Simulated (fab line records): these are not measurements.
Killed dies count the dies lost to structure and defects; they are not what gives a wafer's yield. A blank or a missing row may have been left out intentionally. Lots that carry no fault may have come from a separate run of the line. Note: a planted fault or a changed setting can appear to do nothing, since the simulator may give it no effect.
Chamber matching | flow nand-harc | 4 sister chambers for NHARC_A_STAIRCASE_ALD_415 on ald-hk-04
The step deposits SiO2, target thk 30 nm, pulse time 6 s, ald cycles 300. 8 wafers are shown with their chamber, then 7 later ones without.

WAFERS, EACH WITH ITS CHAMBER
wafer  | chamber | heater-power-w (W) | precursor-pulse-height-rel
L075.3 | 2       | 448                | 1.015
L078.1 | 2       | 445                | 1.018
L082.6 | 3       | 481                | 1.025
L084.1 | 0       | 495                | 0.987
L084.3 | 1       | 465                | 0.997
L084.5 | 1       | 467                | 1.006
L085.2 | 0       | 495                | 0.988
L085.4 | 3       | 483                | 1.018

WAFERS WITH NO CHAMBER GIVEN
wafer  | heater-power-w (W) | precursor-pulse-height-rel
L085.6 | 464                | 0.957
L087.2 | 451                | 0.999
L087.4 | 489                | 1.002
L087.6 | 462                | 0.983
L094.4 | 430                | 1.026
L094.5 | 424                | 1.007
L094.6 | 490                | 0.983

WHICH CHAMBER EACH ONE RAN IN
wafer  | from the rows above     | in truth
L085.6 | 1                       | 1
L087.2 | 2                       | 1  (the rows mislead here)
L087.4 | can't be placed: 0 or 3 | 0
L087.6 | 1                       | 1
L094.4 | 2                       | 2
L094.5 | 2                       | 2
L094.6 | 0                       | 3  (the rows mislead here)
4 of 7 placed correctly. From these rows, 1 cannot be placed; in 1 the true chamber is one of the candidates. Number placed wrongly: 2.
How it was worked out, from the rows above alone: a wafer's distance from a chamber is the root of the sum, over the readings, of the square of ((its reading less the chamber's mean) divided by the reading's scatter). If the next closest chamber is less than 2 further off than the closest, the wafer can't be placed; otherwise it belongs to the closest. A chamber's mean is the mean of its shown wafers. The scatter is the square root of a quotient: the sum, over the shown wafers, of each reading's squared deviation from its chamber's mean, divided by wafers minus chambers.
